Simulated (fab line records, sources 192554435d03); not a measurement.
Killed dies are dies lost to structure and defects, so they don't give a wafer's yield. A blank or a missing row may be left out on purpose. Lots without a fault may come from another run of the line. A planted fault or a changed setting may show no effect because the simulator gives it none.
Which tool did it? | flow n5_finfet | 14 lots, 42 wafers sampled, at 4 steps of a route of 1938

WHAT THE GAUGES READ, wafer by wafer
N5_BEOL_M13_THK_MEAS_01. Usual: M13_ILD_THK 840 nm, standard deviation 9.4.
lot  | measured     | on            | M13_ILD_THK (nm) | flag
L541 | day 11 04:52 | film_metro-01 | 819 839 836      |
L542 | day 11 05:29 | film_metro-02 | 840 839 845      |
L543 | day 11 09:04 | film_metro-01 | 829 838 838      |
L544 | day 11 21:05 | film_metro-02 | 825 825 838      |
L548 | day 12 13:55 | film_metro-02 | 842 848 842      |
L549 | day 12 18:24 | film_metro-02 | 828 839 835      |
L550 | day 12 22:57 | film_metro-01 | 837 823 840      |
L553 | day 13 20:53 | film_metro-01 | 842 847 857      |
L554 | day 14 12:05 | film_metro-02 | 838 852 855      |
L558 | day 15 21:03 | film_metro-01 | 832 824 838      |
L557 | day 15 21:46 | film_metro-01 | 850 838 859      |
L559 | day 16 00:04 | film_metro-01 | 843 842 856      |
L561 | day 16 12:41 | film_metro-01 | 846 854 847      |
L562 | day 16 15:47 | film_metro-02 | 844 843 834      |

N5_BEOL_M13_OVL_MEAS_11. Usual: V12_OVL -5 nm, standard deviation 5.3.
lot  | measured     | on         | V12_OVL (nm) | flag
L541 | day 11 05:12 | overlay-02 | -5 -7 -7     |
L542 | day 11 05:56 | overlay-02 | -10 -6 -9    |
L543 | day 11 09:32 | overlay-02 | -2 6 0       |
L544 | day 11 21:32 | overlay-02 | -6 -5 -6     |
L548 | day 12 14:23 | overlay-02 | -1 6 7       |
L549 | day 12 18:53 | overlay-01 | -4 0 -3      |
L550 | day 12 23:25 | overlay-02 | 0 2 -1       |
L553 | day 13 21:13 | overlay-02 | -15 -11 -13  |
L554 | day 14 12:32 | overlay-02 | -4 -1 -1     |
L558 | day 15 21:23 | overlay-01 | -8 -2 3      |
L557 | day 15 22:14 | overlay-01 | -4 -2 -13    |
L559 | day 16 00:31 | overlay-01 | -6 -5 3      |
L561 | day 16 13:09 | overlay-01 | 0 3 3        |
L562 | day 16 16:07 | overlay-01 | 4 -6 0       |

N5_BEOL_M13_CD_MEAS_28: target cd 209.5 nm. Usual: cd_nm 210.0 nm, standard deviation 1.
lot  | measured     | on        | cd_nm (nm)        | flag
L541 | day 11 06:15 | cd_sem-01 | 211.2 209.8 210.3 |
L542 | day 11 07:20 | cd_sem-01 | 210.0 208.3 210.0 |
L543 | day 11 10:34 | cd_sem-02 | 209.7 209.8 210.0 |
L544 | day 11 23:29 | cd_sem-03 | 209.3 210.3 209.7 |
L548 | day 12 15:20 | cd_sem-01 | - - -             | OFF
L549 | day 12 19:56 | cd_sem-03 | - - -             | OFF
L550 | day 13 00:41 | cd_sem-02 | 209.5 209.5 209.4 |
L553 | day 13 22:08 | cd_sem-02 | 209.3 209.8 210.3 |
L554 | day 14 13:37 | cd_sem-01 | 210.8 211.0 211.4 |
L558 | day 15 22:18 | cd_sem-01 | 210.0 211.4 211.4 |
L557 | day 15 23:09 | cd_sem-02 | 210.1 210.2 210.7 |
L559 | day 16 01:43 | cd_sem-03 | 211.4 211.5 210.0 |
L561 | day 16 14:12 | cd_sem-01 | 211.2 212.3 211.4 |
L562 | day 16 17:14 | cd_sem-02 | 209.3 210.2 209.7 |

WHICH TOOL RAN EACH LOT (tool, then ch and the chambers of the sampled wafers, then the start)
lot  | N5_BEOL_M13_PEB_26
L541 | litho_track-04 ch 0, day 11 06:08
L542 | litho_track-02 ch 0, day 11 07:13
L543 | litho_track-02 ch 0, day 11 10:27
L544 | litho_track-04 ch 0, day 11 23:22
L548 | litho_track-03, day 12 15:13
L549 | litho_track-03, day 12 19:49
L550 | litho_track-03 ch 0, day 13 00:35
L553 | litho_track-03 ch 0, day 13 22:01
L554 | litho_track-03 ch 0, day 14 13:31
L558 | litho_track-02 ch 0, day 15 22:11
L557 | litho_track-02 ch 0, day 15 23:02
L559 | litho_track-03 ch 0, day 16 01:35
L561 | litho_track-03 ch 0, day 16 14:05
L562 | litho_track-03 ch 0, day 16 17:07
- N5_BEOL_M13_PEB_26: peb time 90 s.

WHAT THE TOOLS THEMSELVES READ (means of the sampled wafers that have a number; where no wafer has one, the mark that the record gives instead)
N5_BEOL_M13_PEB_26. Usual: chill_plate_temp_C 22.99 C, standard deviation 0.11; exhaust_pa 44.9 Pa, standard deviation 0.95.
lot  | tool           | chill_plate_temp_C (C) | exhaust_pa (Pa) | flag
L541 | litho_track-04 | 22.96                  | 44.6            |
L542 | litho_track-02 | 22.98                  | 44.6            |
L543 | litho_track-02 | 22.99                  | 44.3            |
L544 | litho_track-04 | 22.86                  | 45.5            |
L548 | litho_track-03 | -                      | -               | OFF
L549 | litho_track-03 | -                      | -               | OFF
L550 | litho_track-03 | 23.01                  | 45.3            |
L553 | litho_track-03 | 22.84                  | 46.0            |
L554 | litho_track-03 | 23.12                  | 44.8            |
L558 | litho_track-02 | 22.99                  | 44.8            |
L557 | litho_track-02 | 23.02                  | 44.6            |
L559 | litho_track-03 | 22.88                  | 43.4            |
L561 | litho_track-03 | 23.14                  | 45.3            |
L562 | litho_track-03 | 22.96                  | 44.7            |

THE ANSWER, worked out from the rows above alone
Rule: a lot is off if the mean of its wafers that have a number lies more than 3 standard deviations from the usual mean. A lot without any number at a reading at which 4 lots or more have one is off too. The other lots that the step has rows for count as sound. The gauges are gone through in route order, then the tools' own readings, and for those a lot's mean is taken as printed above. The first step at which some lot is off is used, and at that step the reading that is off furthest; a lot without a number counts as furthest.
Off: L548, L549, at N5_BEOL_M13_CD_MEAS_28 (cd_nm). Without a number there: L548, L549.
A tool fits if, at a process step before that reading, it ran every lot that is off, and no sound lot after the first of them. The gauges at N5_BEOL_M13_CD_MEAS_28 aren't tried: what is off there is off at N5_BEOL_M13_PEB_26 too, on other tools, and a gauge's error can't cause that. None of those tried fits.

WHAT THE SIMULATOR HAD PUT IN
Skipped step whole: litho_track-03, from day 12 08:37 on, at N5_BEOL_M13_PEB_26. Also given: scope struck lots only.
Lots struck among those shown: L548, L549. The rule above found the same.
